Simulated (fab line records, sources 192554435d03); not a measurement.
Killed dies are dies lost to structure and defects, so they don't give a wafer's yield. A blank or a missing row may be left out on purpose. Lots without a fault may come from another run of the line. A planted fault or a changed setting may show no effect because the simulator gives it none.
Which tool did it? | flow n5_finfet | 24 lots, 72 wafers sampled, at 6 steps of a route of 1938

WHAT THE GAUGES READ, wafer by wafer
The record holds no reading of a measuring or inspecting step that can be judged against a usual standard deviation.

WHICH TOOL RAN EACH LOT (tool, then ch and the chambers of the sampled wafers, then the start)
lot  | N5_BEOL_M15_STRIP_37                          | N5_BEOL_M15_CMP_49            | N5_BEOL_M15_DEP_53              | N5_MIM_TOP_SPUTTER_03        | N5_MIM_TOP_ETCH_ETCH_00           | N5_MIM_TOP_ETCH_PECVD_03
L074 | rie_diel-06 ch 0,1, day 11 16:22 or earlier   | cmp-01 ch 0,2, day 11 16:22   | pecvd-04 ch 1,2, day 11 16:43   | pvd_sputter-03, day 11 21:36 | rie_metal-01 ch 0,1, day 11 22:10 | pecvd-03 ch 1,2, day 11 22:22
L075 | rie_diel-02 ch 1,2,3, day 11 17:01 or earlier | cmp-03 ch 1,2,3, day 11 17:01 | pecvd-02 ch 0,1,2, day 11 17:20 | pvd_sputter-03, day 11 21:55 | rie_metal-01 ch 1, day 11 22:31   | pecvd-03 ch 1,2, day 11 22:49
L077 | rie_diel-01 ch 0,3, day 12 07:32 or earlier   | cmp-04 ch 2,3, day 12 07:32   | pecvd-04 ch 0,2, day 12 07:53   | pvd_sputter-02, day 12 12:38 | rie_metal-02 ch 0, day 12 13:15   | pecvd-03 ch 0,2, day 12 13:40
L076 | rie_diel-01 ch 0,1,2, day 12 11:31 or earlier | cmp-04 ch 1,2,3, day 12 11:31 | pecvd-02 ch 0,2, day 12 11:47   | pvd_sputter-02, day 12 15:13 | rie_metal-03 ch 0,1, day 12 16:02 | pecvd-01 ch 0,2, day 12 16:21
L078 | rie_diel-06 ch 0,2,3, day 12 14:34 or earlier | cmp-03 ch 0,1,3, day 12 14:34 | pecvd-04 ch 0,1,2, day 12 14:53 | pvd_sputter-03, day 12 19:43 | rie_metal-01 ch 0,1, day 12 20:30 | pecvd-01 ch 0,2, day 12 20:46
L081 | rie_diel-01 ch 1,2,3, day 13 05:00 or earlier | cmp-04 ch 0,1,2, day 13 05:00 | pecvd-02 ch 1,2, day 13 05:22   | pvd_sputter-02, day 13 08:49 | rie_metal-01 ch 0,1, day 13 09:29 | pecvd-04 ch 0,1, day 13 09:38
L080 | rie_diel-01 ch 0,2,3, day 13 08:38 or earlier | cmp-03 ch 0,1,3, day 13 08:38 | pecvd-04 ch 0,2, day 13 09:00   | pvd_sputter-02, day 13 11:52 | rie_metal-02 ch 0,1, day 13 12:30 | pecvd-04 ch 0,2, day 13 12:46
L079 | rie_diel-06 ch 0,2, day 13 15:28 or earlier   | cmp-03 ch 0,1,2, day 13 15:28 | pecvd-04 ch 1,2, day 13 15:49   | pvd_sputter-03, day 13 18:34 | rie_metal-03 ch 0,1, day 13 19:17 | pecvd-03 ch 0,2, day 13 19:29
L082 | rie_diel-01 ch 0,1,3, day 13 16:32 or earlier | cmp-03 ch 1,2, day 13 16:32   | pecvd-02 ch 0,2, day 13 16:51   | pvd_sputter-02, day 13 20:53 | rie_metal-03 ch 0,1, day 13 21:35 | pecvd-01 ch 0,1,2, day 13 21:53
L083 | rie_diel-01 ch 1,3, day 13 18:10 or earlier   | cmp-03 ch 0,1,3, day 13 18:10 | pecvd-01 ch 1,2, day 13 18:31   | pvd_sputter-01, day 13 22:05 | rie_metal-03 ch 0,1, day 13 22:39 | pecvd-03 ch 0,1, day 13 22:52
L084 | rie_diel-06 ch 0,1,2, day 13 22:49 or earlier | cmp-03 ch 1,2, day 13 22:49   | pecvd-02 ch 0,1, day 13 23:08   | pvd_sputter-01, day 14 02:42 | rie_metal-02 ch 0,1, day 14 03:20 | pecvd-03 ch 0,1, day 14 03:38
L086 | rie_diel-01 ch 1,2, day 14 15:46 or earlier   | cmp-03 ch 2,3, day 14 15:46   | pecvd-02 ch 0,1,2, day 14 16:08 | pvd_sputter-03, day 14 18:23 | rie_metal-03 ch 0,1, day 14 19:14 | pecvd-01 ch 0,1, day 14 19:30
L089 | rie_diel-01 ch 0,1,3, day 14 22:50 or earlier | cmp-01 ch 1,2,3, day 14 22:50 | pecvd-01 ch 0,1,2, day 14 23:11 | pvd_sputter-03, day 15 02:22 | rie_metal-02 ch 0,1, day 15 02:56 | pecvd-03 ch 0,1,2, day 15 03:08
L085 | rie_diel-06 ch 0,1,2, day 14 23:44 or earlier | cmp-03 ch 0,1,3, day 14 23:44 | pecvd-02 ch 0,1, day 15 00:06   | pvd_sputter-03, day 15 02:37 | rie_metal-01 ch 0,1, day 15 03:18 | pecvd-01 ch 1,2, day 15 03:30
L087 | rie_diel-01 ch 0,2, day 15 00:06 or earlier   | cmp-04 ch 1,2,3, day 15 00:06 | pecvd-01 ch 0,2, day 15 00:23   | pvd_sputter-02, day 15 03:08 | rie_metal-01 ch 0, day 15 03:42   | pecvd-01 ch 0,1, day 15 03:54
L088 | rie_diel-06 ch 0,1,3, day 15 02:53 or earlier | cmp-04 ch 2,3, day 15 02:53   | pecvd-01 ch 0,1, day 15 03:15   | pvd_sputter-02, day 15 07:41 | rie_metal-03 ch 0,1, day 15 08:14 | pecvd-04 ch 0,1,2, day 15 08:27
L091 | rie_diel-02 ch 0,1,2, day 15 21:31 or earlier | cmp-03 ch 0,1,2, day 15 21:31 | pecvd-02 ch 0,2, day 15 21:53   | pvd_sputter-02, day 16 01:52 | rie_metal-03 ch 0,1, day 16 02:32 | pecvd-04 ch 0,1,2, day 16 02:46
L090 | rie_diel-06 ch 0,2,3, day 15 21:41 or earlier | cmp-01 ch 0,2,3, day 15 21:41 | pecvd-04 ch 0,2, day 15 22:01   | pvd_sputter-02, day 16 02:07 | rie_metal-01 ch 0,1, day 16 02:48 | pecvd-04 ch 0,2, day 16 03:01
L093 | rie_diel-02 ch 1,3, day 15 21:58 or earlier   | cmp-01 ch 1,3, day 15 21:58   | pecvd-01 ch 0,1,2, day 15 22:17 | pvd_sputter-01, day 16 02:47 | rie_metal-03 ch 0,1, day 16 03:29 | pecvd-04 ch 0,2, day 16 03:41
L092 | rie_diel-01 ch 0,2,3, day 16 03:31 or earlier | cmp-04 ch 2,3, day 16 03:31   | pecvd-01 ch 0,2, day 16 03:53   | pvd_sputter-02, day 16 09:37 | rie_metal-01 ch 0,1, day 16 10:19 | pecvd-01 ch 1, day 16 10:40
L094 | rie_diel-01 ch 0,2,3, day 16 04:05 or earlier | cmp-04 ch 0,2,3, day 16 04:05 | pecvd-04 ch 1,2, day 16 04:26   | pvd_sputter-02, day 16 09:44 | rie_metal-01 ch 0,1, day 16 10:29 | pecvd-03 ch 0,1,2, day 16 10:42
L095 | rie_diel-02 ch 1,3, day 17 11:07 or earlier   | cmp-04 ch 0,1,2, day 17 11:07 | pecvd-01 ch 0,2, day 17 11:26   | pvd_sputter-03, day 17 14:31 | rie_metal-02 ch 0,1, day 17 15:05 | pecvd-04 ch 0,1,2, day 17 15:17
L097 | rie_diel-01 ch 1,2, day 18 02:44 or earlier   | cmp-01 ch 0,1, day 18 02:44   | pecvd-01 ch 0,2, day 18 03:08   | pvd_sputter-01, day 18 07:05 | rie_metal-01 ch 0, day 18 07:39   | pecvd-03 ch 0,1,2, day 18 07:53
L096 | rie_diel-01 ch 0,1, day 18 03:19 or earlier   | cmp-01 ch 1,2, day 18 03:19   | pecvd-02 ch 0,2, day 18 03:39   | pvd_sputter-01, day 18 08:31 | rie_metal-03 ch 0,1, day 18 09:12 | pecvd-04 ch 0,1,2, day 18 09:24
- N5_BEOL_M15_STRIP_37: strips in O2.
- N5_BEOL_M15_CMP_49: polishes, stops on SiO2, t overpolish 4.9 s, target thk 850 nm.
- N5_BEOL_M15_DEP_53: deposits SiCN from 3MS/NH3, target thk 50 nm, time 17.8 s.
- N5_MIM_TOP_SPUTTER_03: material TiN, target thk 35 nm, time 89.7 s.
- N5_MIM_TOP_ETCH_ETCH_00: etches TiN in Cl2/BCl3, target depth 38.5 nm.
- N5_MIM_TOP_ETCH_PECVD_03: deposits SiNx from SiH4/NH3/N2, target thk 20 nm, time 17.6 s.

WHAT THE TOOLS THEMSELVES READ (means of the sampled wafers that have a number; where no wafer has one, the mark that the record gives instead)
N5_BEOL_M15_STRIP_37. Usual: drypump_motor_current_A 5.5 A, standard deviation 0.53; oes_product_au 0.76 a.u., standard deviation 0.1; rf_vpp_V 3.6 V, standard deviation 0.65; showerhead_plenum_p_Torr 2.06 Torr, standard deviation 0.088; throttle_valve_pct 16.63 %, standard deviation 0.22.
lot  | tool        | drypump_motor_current_A (A) | oes_product_au (a.u.) | rf_vpp_V (V) | showerhead_plenum_p_Torr (Torr) | throttle_valve_pct (%) | flag
L074 | rie_diel-06 | 5.1                         | 0.74                  | 3.8          | 2.03                            | 16.82                  |
L075 | rie_diel-02 | 5.8                         | 0.74                  | 3.8          | 2.03                            | 16.60                  |
L077 | rie_diel-01 | 5.5                         | 0.83                  | 3.1          | 1.97                            | 16.41                  |
L076 | rie_diel-01 | 5.5                         | 0.71                  | 2.9          | 2.06                            | 16.71                  |
L078 | rie_diel-06 | 5.4                         | 0.80                  | 3.4          | 2.10                            | 16.61                  |
L081 | rie_diel-01 | 5.6                         | 0.78                  | 3.8          | 2.10                            | 16.63                  |
L080 | rie_diel-01 | 5.8                         | 0.80                  | 3.8          | 2.02                            | 16.49                  |
L079 | rie_diel-06 | 5.2                         | 0.71                  | 3.6          | 2.02                            | 16.78                  |
L082 | rie_diel-01 | 5.3                         | 0.78                  | 3.5          | 2.04                            | 16.59                  |
L083 | rie_diel-01 | 5.4                         | 0.87                  | 3.4          | 2.08                            | 16.51                  |
L084 | rie_diel-06 | 5.2                         | 0.71                  | 3.3          | 2.02                            | 16.82                  |
L086 | rie_diel-01 | 5.2                         | 0.68                  | 4.0          | 2.13                            | 16.87                  |
L089 | rie_diel-01 | 5.3                         | 0.77                  | 3.2          | 2.04                            | 16.60                  |
L085 | rie_diel-06 | 5.1                         | 0.71                  | 4.1          | 2.02                            | 16.83                  |
L087 | rie_diel-01 | 6.0                         | 0.71                  | 3.9          | 2.03                            | 16.63                  |
L088 | rie_diel-06 | 5.3                         | 0.78                  | 3.7          | 2.10                            | 16.70                  |
L091 | rie_diel-02 | 5.6                         | 0.75                  | 4.0          | 2.06                            | 16.56                  |
L090 | rie_diel-06 | 5.4                         | 0.77                  | 3.5          | 2.09                            | 16.67                  |
L093 | rie_diel-02 | 6.0                         | 0.72                  | 3.6          | 2.06                            | 16.69                  |
L092 | rie_diel-01 | 5.8                         | 0.77                  | 4.0          | 2.02                            | 16.52                  |
L094 | rie_diel-01 | 5.8                         | 0.78                  | 3.3          | 2.02                            | 16.52                  |
L095 | rie_diel-02 | 6.0                         | 0.72                  | 3.6          | 2.05                            | 16.70                  |
L097 | rie_diel-01 | 5.2                         | 0.86                  | 3.3          | 2.12                            | 16.59                  |
L096 | rie_diel-01 | 5.2                         | 0.80                  | 3.7          | 1.99                            | 16.56                  |

N5_BEOL_M15_CMP_49. Usual: barrier_field_endpoint_s 11.33 s, standard deviation 0.26; motor_current_A 8.0 A, standard deviation 0.89; overpolish_run_s 4.900 s, standard deviation 0.0093.
lot  | tool   | barrier_field_endpoint_s (s) | motor_current_A (A) | overpolish_run_s (s) | flag
L074 | cmp-01 | 11.20                        | 7.2                 | 4.900                |
L075 | cmp-03 | 11.50                        | 8.1                 | 4.907                |
L077 | cmp-04 | 11.27                        | 9.1                 | 4.903                |
L076 | cmp-04 | 11.40                        | 8.3                 | 4.895                |
L078 | cmp-03 | 11.60                        | 8.4                 | 4.901                |
L081 | cmp-04 | 11.39                        | 8.2                 | 4.910                |
L080 | cmp-03 | 11.24                        | 8.5                 | 4.899                |
L079 | cmp-03 | 11.33                        | 8.2                 | 4.888                |
L082 | cmp-03 | 10.99                        | 8.3                 | 4.897                |
L083 | cmp-03 | 11.16                        | 8.6                 | 4.905                |
L084 | cmp-03 | 10.84                        | 8.4                 | 4.898                |
L086 | cmp-03 | 11.54                        | 8.2                 | 4.890                |
L089 | cmp-01 | 11.73                        | 7.5                 | 4.904                |
L085 | cmp-03 | 12.01                        | 8.5                 | 4.894                |
L087 | cmp-04 | 11.33                        | 8.1                 | 4.902                |
L088 | cmp-04 | 11.14                        | 9.0                 | 4.907                |
L091 | cmp-03 | 11.22                        | 8.8                 | 4.896                |
L090 | cmp-01 | 11.45                        | 7.7                 | 4.903                |
L093 | cmp-01 | 11.14                        | 7.4                 | 4.896                |
L092 | cmp-04 | 11.02                        | 8.3                 | 4.898                |
L094 | cmp-04 | 11.57                        | 8.1                 | 4.893                |
L095 | cmp-04 | 11.21                        | 8.0                 | 4.894                |
L097 | cmp-01 | 11.27                        | 6.6                 | 4.893                |
L096 | cmp-01 | 11.15                        | 6.9                 | 4.903                |

N5_BEOL_M15_DEP_53. Usual: showerhead_plenum_p_Torr 4.152 Torr, standard deviation 0.023; throttle_valve_pct 18.3 %, standard deviation 0.94.
lot  | tool     | showerhead_plenum_p_Torr (Torr) | throttle_valve_pct (%) | flag
L074 | pecvd-04 | 4.136                           | 17.4                   |
L075 | pecvd-02 | 4.151                           | 18.0                   |
L077 | pecvd-04 | 4.160                           | 17.5                   |
L076 | pecvd-02 | 4.146                           | 18.0                   |
L078 | pecvd-04 | 4.155                           | 17.8                   |
L081 | pecvd-02 | 4.126                           | 17.6                   |
L080 | pecvd-04 | 4.166                           | 17.5                   |
L079 | pecvd-04 | 4.146                           | 18.0                   |
L082 | pecvd-02 | 4.141                           | 17.8                   |
L083 | pecvd-01 | 4.138                           | 18.7                   |
L084 | pecvd-02 | 4.151                           | 18.3                   |
L086 | pecvd-02 | 4.146                           | 18.2                   |
L089 | pecvd-01 | 4.161                           | 18.7                   |
L085 | pecvd-02 | 4.147                           | 18.4                   |
L087 | pecvd-01 | 4.147                           | 18.7                   |
L088 | pecvd-01 | 4.164                           | 18.8                   |
L091 | pecvd-02 | 4.144                           | 18.2                   |
L090 | pecvd-04 | 4.145                           | 17.2                   |
L093 | pecvd-01 | 4.154                           | 18.8                   |
L092 | pecvd-01 | 4.154                           | 18.6                   |
L094 | pecvd-04 | 4.147                           | 18.2                   |
L095 | pecvd-01 | 4.156                           | 18.8                   |
L097 | pecvd-01 | 4.149                           | 18.7                   |
L096 | pecvd-02 | 4.143                           | 18.2                   |

N5_MIM_TOP_SPUTTER_03. Usual: chamber_pressure_pa 0.5000 Pa, standard deviation 0.00094; susceptor_temp_C 200.02 C, standard deviation 0.15; throttle_valve_pct 29.7 %, standard deviation 1.1.
lot  | tool           | chamber_pressure_pa (Pa) | susceptor_temp_C (C) | throttle_valve_pct (%) | flag
L074 | pvd_sputter-03 | 0.4987                   | 200.07               | 30.4                   |
L075 | pvd_sputter-03 | 0.5005                   | 200.00               | 30.1                   |
L077 | pvd_sputter-02 | 0.4999                   | 199.95               | 28.9                   |
L076 | pvd_sputter-02 | 0.5000                   | 200.18               | 30.1                   |
L078 | pvd_sputter-03 | 0.4994                   | 200.05               | 30.2                   |
L081 | pvd_sputter-02 | 0.5005                   | 199.97               | 30.2                   |
L080 | pvd_sputter-02 | 0.5002                   | 200.02               | 29.2                   |
L079 | pvd_sputter-03 | 0.5001                   | 200.08               | 30.2                   |
L082 | pvd_sputter-02 | 0.5005                   | 200.06               | 29.8                   |
L083 | pvd_sputter-01 | 0.5000                   | 199.97               | 29.8                   |
L084 | pvd_sputter-01 | 0.5002                   | 199.85               | 29.3                   |
L086 | pvd_sputter-03 | 0.4997                   | 200.04               | 30.3                   |
L089 | pvd_sputter-03 | 0.5008                   | 199.97               | 30.3                   |
L085 | pvd_sputter-03 | 0.5000                   | 200.02               | 30.1                   |
L087 | pvd_sputter-02 | 0.4999                   | 200.04               | 29.1                   |
L088 | pvd_sputter-02 | 0.4998                   | 199.96               | 30.2                   |
L091 | pvd_sputter-02 | 0.5004                   | 199.89               | 30.6                   |
L090 | pvd_sputter-02 | 0.4999                   | 199.94               | 29.6                   |
L093 | pvd_sputter-01 | 0.4996                   | 199.93               | 29.2                   |
L092 | pvd_sputter-02 | 0.5006                   | 199.92               | 29.3                   |
L094 | pvd_sputter-02 | 0.4997                   | 200.00               | 30.3                   |
L095 | pvd_sputter-03 | 0.4995                   | 199.88               | 30.1                   |
L097 | pvd_sputter-01 | 0.4997                   | 199.97               | 29.2                   |
L096 | pvd_sputter-01 | 0.4995                   | 200.00               | 30.0                   |

N5_MIM_TOP_ETCH_ETCH_00. Usual: drypump_motor_current_A 5.6 A, standard deviation 0.38; mfc_cl2_sccm 53.23 sccm, standard deviation 0.17; oes_product_au 0.77 a.u., standard deviation 0.074; throttle_valve_pct 22.92 %, standard deviation 0.19.
lot  | tool         | drypump_motor_current_A (A) | mfc_cl2_sccm (sccm) | oes_product_au (a.u.) | throttle_valve_pct (%) | flag
L074 | rie_metal-01 | 5.4                         | 53.01               | 0.82                  | 23.02                  |
L075 | rie_metal-01 | 5.8                         | 53.23               | 0.67                  | 22.98                  |
L077 | rie_metal-02 | 5.1                         | 53.35               | 0.83                  | 22.55                  |
L076 | rie_metal-03 | 5.8                         | 53.27               | 0.79                  | 23.04                  |
L078 | rie_metal-01 | 5.3                         | 53.24               | 0.82                  | 23.01                  |
L081 | rie_metal-01 | 5.3                         | 53.23               | 0.82                  | 23.03                  |
L080 | rie_metal-02 | 6.0                         | 53.27               | 0.80                  | 22.55                  |
L079 | rie_metal-03 | 5.8                         | 53.10               | 0.79                  | 23.04                  |
L082 | rie_metal-03 | 5.8                         | 53.10               | 0.79                  | 23.03                  |
L083 | rie_metal-03 | 5.8                         | 52.99               | 0.78                  | 23.04                  |
L084 | rie_metal-02 | 5.6                         | 53.18               | 0.82                  | 22.57                  |
L086 | rie_metal-03 | 5.6                         | 53.31               | 0.75                  | 22.97                  |
L089 | rie_metal-02 | 5.5                         | 53.18               | 0.80                  | 22.57                  |
L085 | rie_metal-01 | 5.4                         | 53.25               | 0.80                  | 23.04                  |
L087 | rie_metal-01 | 5.2                         | 53.12               | 0.87                  | 23.05                  |
L088 | rie_metal-03 | 5.7                         | 53.18               | 0.75                  | 22.99                  |
L091 | rie_metal-03 | 5.7                         | 53.33               | 0.74                  | 22.99                  |
L090 | rie_metal-01 | 5.3                         | 53.44               | 0.79                  | 23.05                  |
L093 | rie_metal-03 | 5.8                         | 53.24               | 0.77                  | 23.04                  |
L092 | rie_metal-01 | 5.5                         | 53.32               | 0.72                  | 23.02                  |
L094 | rie_metal-01 | 5.4                         | 53.17               | 0.79                  | 23.05                  |
L095 | rie_metal-02 | 5.5                         | 53.21               | 0.78                  | 22.58                  |
L097 | rie_metal-01 | 5.2                         | 53.06               | 0.84                  | 23.07                  |
L096 | rie_metal-03 | 5.8                         | 53.20               | 0.76                  | 23.05                  |

N5_MIM_TOP_ETCH_PECVD_03. Usual: heater_power_w 824 W, standard deviation 110; showerhead_plenum_p_Torr 5.15 Torr, standard deviation 0.078; susceptor_temp_C 400.02 C, standard deviation 0.22; throttle_valve_pct 39.7 %, standard deviation 2.9.
lot  | tool     | heater_power_w (W) | showerhead_plenum_p_Torr (Torr) | susceptor_temp_C (C) | throttle_valve_pct (%) | flag
L074 | pecvd-03 | 999                | 5.16                            | 400.22               | 35.6                   |
L075 | pecvd-03 | 908                | 5.11                            | 399.90               | 35.5                   |
L077 | pecvd-03 | 802                | 5.14                            | 399.85               | 38.3                   |
L076 | pecvd-01 | 780                | 5.13                            | 399.98               | 41.0                   |
L078 | pecvd-01 | 742                | 5.12                            | 399.95               | 41.2                   |
L081 | pecvd-04 | 752                | 5.18                            | 399.94               | 40.4                   |
L080 | pecvd-04 | 784                | 5.14                            | 400.08               | 38.9                   |
L079 | pecvd-03 | 715                | 5.21                            | 400.03               | 41.0                   |
L082 | pecvd-01 | 867                | 5.13                            | 400.18               | 41.5                   |
L083 | pecvd-03 | 870                | 5.24                            | 400.04               | 38.1                   |
L084 | pecvd-03 | 825                | 5.27                            | 399.90               | 40.9                   |
L086 | pecvd-01 | 820                | 5.17                            | 400.05               | 41.6                   |
L089 | pecvd-03 | 893                | 5.19                            | 400.01               | 38.6                   |
L085 | pecvd-01 | 902                | 5.14                            | 400.07               | 41.8                   |
L087 | pecvd-01 | 825                | 5.16                            | 400.05               | 42.1                   |
L088 | pecvd-04 | 746                | 5.13                            | 400.20               | 39.4                   |
L091 | pecvd-04 | 758                | 5.13                            | 400.14               | 39.6                   |
L090 | pecvd-04 | 791                | 5.10                            | 400.28               | 38.1                   |
L093 | pecvd-04 | 820                | 5.14                            | 400.00               | 38.9                   |
L092 | pecvd-01 | 964                | 5.17                            | 400.18               | 42.2                   |
L094 | pecvd-03 | 814                | 5.18                            | 400.23               | 38.5                   |
L095 | pecvd-04 | 782                | 5.13                            | 400.00               | 39.7                   |
L097 | pecvd-03 | 830                | 5.19                            | 400.05               | 38.5                   |
L096 | pecvd-04 | 762                | 5.12                            | 400.03               | 39.6                   |

THE ANSWER, worked out from the rows above alone
Rule: a lot is off if the mean of its wafers that have a number lies more than 3 standard deviations from the usual mean. A lot without any number at a reading at which 4 lots or more have one is off too. The other lots that the step has rows for count as sound. The gauges are gone through in route order, then the tools' own readings, and for those a lot's mean is taken as printed above. The first step at which some lot is off is used, and at that step the reading that is off furthest; a lot without a number counts as furthest.
No lot is off at any reading shown: from this, nothing can be told.

WHAT THE SIMULATOR HAD PUT IN
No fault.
